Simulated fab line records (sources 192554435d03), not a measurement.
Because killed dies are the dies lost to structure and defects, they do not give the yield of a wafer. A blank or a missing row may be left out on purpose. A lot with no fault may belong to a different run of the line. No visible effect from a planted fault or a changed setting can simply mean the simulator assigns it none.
The same fault as seen by 2 desks -- flow n5 finfet -- each desk has only its own numbers; what lay behind them comes last

== AT THE METROLOGY DESK ==
What the gauges read, lot by lot, whatever tool the lot ran on: means of the sampled wafers that have a number. Marked OUT: a lot whose mean sits more than 4 standard deviations from the usual mean, which makes it out of limits; the brackets give that distance.
Columns: A = M2_ILD_THK at N5_BEOL_M2_THK_MEAS_01, usual 78.9 nm; B = cd nm at N5_BEOL_M2_CD_MEAS_11, usual 16.80 nm
lot,first seen here,A,B
L140,day 6 15:48,77.6,16.83
L141,day 6 19:20,78.7,16.81
L144,day 7 07:56,79.8,16.87
L147,day 8 07:08,78.1,16.88
L148,day 8 21:14,78.7,15.72 (-4.9) OUT
L150,day 8 21:28,78.3,15.58 (-5.6) OUT
L153,day 9 19:54,77.9,16.00
L156,day 10 22:05,78.7,16.88
L154,day 10 23:58,80.3,16.96
L157,day 11 02:41,77.2,16.86
L158,day 11 10:49,79.0,16.92
L160,day 11 13:43,79.4,16.74
L163,day 12 00:23,79.3,16.76
This desk's verdict: out of limits on L148, L150, starting with L148 at day 8 23:14 (cd nm at N5_BEOL_M2_CD_MEAS_11). L140, L141, L144, L147, L153, L156, L154, L157, L158, L160, L163 stayed within limits.

== TOOL OWNER'S DESK, euv scanner-01 ==
The tool's own readings at N5_BEOL_M2_EXPOSE_08 (exposes mask M2): means of the sampled wafers that have a number, for each lot that ran on this tool. Marked OUT: a lot whose mean sits more than 4 standard deviations from the usual mean, which makes it out of limits; the brackets give that distance.
Columns: A = exposure dose mJ cm2 at N5_BEOL_M2_EXPOSE_08, usual 41.6; B = reticle temp C at N5_BEOL_M2_EXPOSE_08, usual 22.99 C
lot,first seen here,A,B
L141,day 6 20:52,41.2,23.08
L144,day 7 10:31,41.1,23.07
L147,day 8 08:07,41.1,22.93
L148,day 8 23:06,39.0 (-7.7) OUT,23.04
L150,day 8 23:10,39.0 (-7.6) OUT,22.94
L153,day 9 22:20,39.7 (-5.6) OUT,23.04
This desk's verdict: out of limits on L148, L150, L153, starting with L148 at day 8 23:06 (exposure dose mJ cm2 at N5_BEOL_M2_EXPOSE_08). L141, L144, L147 stayed within limits.

== TAKEN TOGETHER ==
An alarm could have come from the tool owner's desk at day 8 23:06, on L148, L150, L153.
Metrology desk: alarm possible at day 8 23:14 on L148, L150.
The metrology desk holds a record of L153, inside its limits.
On euv scanner-01, each named lot ran N5_BEOL_M2_EXPOSE_08.

== WHAT THE SIMULATOR HAD INSERTED ==
Drift in process parameters on euv scanner-01 at N5_BEOL_M2_EXPOSE_08, starting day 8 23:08. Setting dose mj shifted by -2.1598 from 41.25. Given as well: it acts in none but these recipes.
Shown lots that were struck: L148, L150, L153.
